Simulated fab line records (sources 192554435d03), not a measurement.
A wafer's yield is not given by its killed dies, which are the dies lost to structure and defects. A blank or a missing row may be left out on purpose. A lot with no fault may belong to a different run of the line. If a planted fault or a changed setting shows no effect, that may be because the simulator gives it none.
Chamber matching :: flow n5Finfet :: 4 sister chambers for N5_BEOL_M9_ETCH_76 on rieDiel-05
The step etches underlayer in N2/H2, target depth 6.5 nm, time 5.2 s. 22 wafers are shown with their chamber, then 11 later ones without.

## WAFERS WITH THEIR CHAMBER
wafer: L077.2
chamber: 1
drypumpMotorCurrentA (A): 5.5
showerheadPlenumPTorr (Torr): 2.42
throttleValvePct (%): 18.07

wafer: L077.3
chamber: 0
drypumpMotorCurrentA (A): 6.0
showerheadPlenumPTorr (Torr): 2.62
throttleValvePct (%): 18.30

wafer: L077.4
chamber: 2
drypumpMotorCurrentA (A): 5.1
showerheadPlenumPTorr (Torr): 2.57
throttleValvePct (%): 17.65

wafer: L076.1
chamber: 2
drypumpMotorCurrentA (A): 5.1
showerheadPlenumPTorr (Torr): 2.57
throttleValvePct (%): 17.65

wafer: L076.3
chamber: 3
drypumpMotorCurrentA (A): 5.7
showerheadPlenumPTorr (Torr): 2.46
throttleValvePct (%): 17.54

wafer: L076.4
chamber: 1
drypumpMotorCurrentA (A): 5.5
showerheadPlenumPTorr (Torr): 2.42
throttleValvePct (%): 18.07

wafer: L079.2
chamber: 1
drypumpMotorCurrentA (A): 5.5
showerheadPlenumPTorr (Torr): 2.42
throttleValvePct (%): 18.05

wafer: L079.4
chamber: 0
drypumpMotorCurrentA (A): 6.0
showerheadPlenumPTorr (Torr): 2.62
throttleValvePct (%): 18.31

wafer: L079.5
chamber: 0
drypumpMotorCurrentA (A): 6.0
showerheadPlenumPTorr (Torr): 2.62
throttleValvePct (%): 18.29

wafer: L083.3
chamber: 2
drypumpMotorCurrentA (A): 5.1
showerheadPlenumPTorr (Torr): 2.56
throttleValvePct (%): 17.65

wafer: L083.5
chamber: 0
drypumpMotorCurrentA (A): 5.9
showerheadPlenumPTorr (Torr): 2.61
throttleValvePct (%): 18.33

wafer: L083.6
chamber: 3
drypumpMotorCurrentA (A): 5.7
showerheadPlenumPTorr (Torr): 2.46
throttleValvePct (%): 17.58

wafer: L086.1
chamber: 0
drypumpMotorCurrentA (A): 6.0
showerheadPlenumPTorr (Torr): 2.61
throttleValvePct (%): 18.31

wafer: L086.3
chamber: 2
drypumpMotorCurrentA (A): 5.1
showerheadPlenumPTorr (Torr): 2.56
throttleValvePct (%): 17.63

wafer: L086.5
chamber: 1
drypumpMotorCurrentA (A): 5.5
showerheadPlenumPTorr (Torr): 2.41
throttleValvePct (%): 18.08

wafer: L087.2
chamber: 1
drypumpMotorCurrentA (A): 5.5
showerheadPlenumPTorr (Torr): 2.41
throttleValvePct (%): 18.08

wafer: L087.4
chamber: 3
drypumpMotorCurrentA (A): 5.7
showerheadPlenumPTorr (Torr): 2.45
throttleValvePct (%): 17.64

wafer: L087.5
chamber: 1
drypumpMotorCurrentA (A): 5.6
showerheadPlenumPTorr (Torr): 2.41
throttleValvePct (%): 18.08

wafer: L088.1
chamber: 3
drypumpMotorCurrentA (A): 5.7
showerheadPlenumPTorr (Torr): 2.45
throttleValvePct (%): 17.61

wafer: L088.2
chamber: 2
drypumpMotorCurrentA (A): 5.1
showerheadPlenumPTorr (Torr): 2.56
throttleValvePct (%): 17.68

wafer: L088.4
chamber: 0
drypumpMotorCurrentA (A): 6.0
showerheadPlenumPTorr (Torr): 2.61
throttleValvePct (%): 18.32

wafer: L091.1
chamber: 2
drypumpMotorCurrentA (A): 5.1
showerheadPlenumPTorr (Torr): 2.56
throttleValvePct (%): 17.65

SIGNATURES (means of the wafers above)
reading: drypumpMotorCurrentA
chamber 0: 5.983
chamber 1: 5.517
chamber 2: 5.100
chamber 3: 5.700
scatter within a chamber: 0.0304

reading: showerheadPlenumPTorr
chamber 0: 2.6150
chamber 1: 2.4150
chamber 2: 2.5633
chamber 3: 2.4550
scatter within a chamber: 0.00544

reading: throttleValvePct
chamber 0: 18.3100
chamber 1: 18.0717
chamber 2: 17.6517
chamber 3: 17.5925
scatter within a chamber: 0.0217
Rule: a wafer lies at a distance from a chamber equal to the root of the sum of squares, over the readings, of (its reading less the chamber's mean, divided by the reading's scatter). If the next closest chamber is less than 2 further off than the closest, the wafer can't be placed; otherwise it belongs to the closest. The scatter is the square root of a quotient: the sum, over the shown wafers, of each reading's squared deviation from its chamber's mean, divided by wafers minus chambers.

## WAFERS WITHOUT THEIR CHAMBER
wafer: L091.4
drypumpMotorCurrentA (A): 5.5
showerheadPlenumPTorr (Torr): 2.41
throttleValvePct (%): 18.09

wafer: L091.5
drypumpMotorCurrentA (A): 5.5
showerheadPlenumPTorr (Torr): 2.41
throttleValvePct (%): 18.08

wafer: L090.3
drypumpMotorCurrentA (A): 5.5
showerheadPlenumPTorr (Torr): 2.41
throttleValvePct (%): 18.11

wafer: L090.5
drypumpMotorCurrentA (A): 5.5
showerheadPlenumPTorr (Torr): 2.41
throttleValvePct (%): 18.08

wafer: L090.6
drypumpMotorCurrentA (A): 6.0
showerheadPlenumPTorr (Torr): 2.61
throttleValvePct (%): 18.33

wafer: L093.2
drypumpMotorCurrentA (A): 5.5
showerheadPlenumPTorr (Torr): 2.40
throttleValvePct (%): 18.09

wafer: L093.3
drypumpMotorCurrentA (A): 6.0
showerheadPlenumPTorr (Torr): 2.61
throttleValvePct (%): 18.32

wafer: L093.4
drypumpMotorCurrentA (A): 5.1
showerheadPlenumPTorr (Torr): 2.56
throttleValvePct (%): 17.66

wafer: L097.1
drypumpMotorCurrentA (A): 5.1
showerheadPlenumPTorr (Torr): 2.55
throttleValvePct (%): 17.68

wafer: L097.3
drypumpMotorCurrentA (A): 5.6
showerheadPlenumPTorr (Torr): 2.44
throttleValvePct (%): 17.65

wafer: L097.5
drypumpMotorCurrentA (A): 5.5
showerheadPlenumPTorr (Torr): 2.40
throttleValvePct (%): 18.13

## WHICH CHAMBER EACH ONE RAN IN
wafer: L091.4
from the rows above: 1
in truth: 1

wafer: L091.5
from the rows above: 1
in truth: 1

wafer: L090.3
from the rows above: 1
in truth: 1

wafer: L090.5
from the rows above: 1
in truth: 1

wafer: L090.6
from the rows above: 0
in truth: 0

wafer: L093.2
from the rows above: 1
in truth: 1

wafer: L093.3
from the rows above: 0
in truth: 0

wafer: L093.4
from the rows above: 2
in truth: 2

wafer: L097.1
from the rows above: 2
in truth: 2

wafer: L097.3
from the rows above: 3
in truth: 3

wafer: L097.5
from the rows above: 1
in truth: 1
Correct placement for 11 of the 11. From these rows, 0 cannot be placed. 0 placed wrongly.
